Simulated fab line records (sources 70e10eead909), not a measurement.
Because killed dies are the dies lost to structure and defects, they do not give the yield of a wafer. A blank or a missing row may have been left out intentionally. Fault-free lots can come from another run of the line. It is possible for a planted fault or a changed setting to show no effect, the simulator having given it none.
Chamber matching	flow nand-harc	NHARC_A_BONDPAD_DEP_00 on pecvd-02: 3 sister chambers
The step deposits SiCN, target thk 250 nm. 16 wafers are shown with their chamber, then 8 later ones without.

== EACH WAFER AND ITS CHAMBER ==
wafer	chamber	heater-power-w (W)
L728.1	1	442
L728.4	0	684
L728.6	1	436
L727.1	2	643
L727.2	0	679
L727.5	0	705
L730.4	1	492
L730.5	2	573
L730.6	0	731
L738.1	1	456
L738.4	0	602
L738.5	0	627
L741.1	0	658
L741.3	1	502
L741.5	1	392
L747.2	2	670

SIGNATURES, as means of the wafers listed above
reading	chamber 0	chamber 1	chamber 2	scatter within a chamber
heater-power-w	669.43	453.33	628.67	43.8
Rule: distance of a wafer from a chamber = root of the sum over the readings of ((wafer's reading minus chamber's mean) / reading's scatter) squared. The wafer belongs to the nearest chamber; if the next one is less than 2 further off, it can't be placed. The scatter: the root of (the sum of the squares of (reading less its chamber's mean) over the shown wafers, divided by (wafers less chambers)).

== WAFERS WHOSE CHAMBER IS MISSING ==
wafer	heater-power-w (W)
L747.4	433
L747.5	724
L749.1	501
L749.2	683
L749.3	686
L750.3	674
L750.4	426
L750.6	703

== EACH ONE'S CHAMBER ==
wafer	from the rows above	in truth
L747.4	1	1
L747.5	can't be placed: 0 or 2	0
L749.1	can't be placed: 1 or 2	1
L749.2	can't be placed: 0 or 2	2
L749.3	can't be placed: 0 or 2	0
L750.3	can't be placed: 0 or 2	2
L750.4	1	1
L750.6	can't be placed: 0 or 2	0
Placed correctly: 2 of 8. These rows do not allow placing 6 (true chamber among the candidates in 6). Placed wrongly: 0.
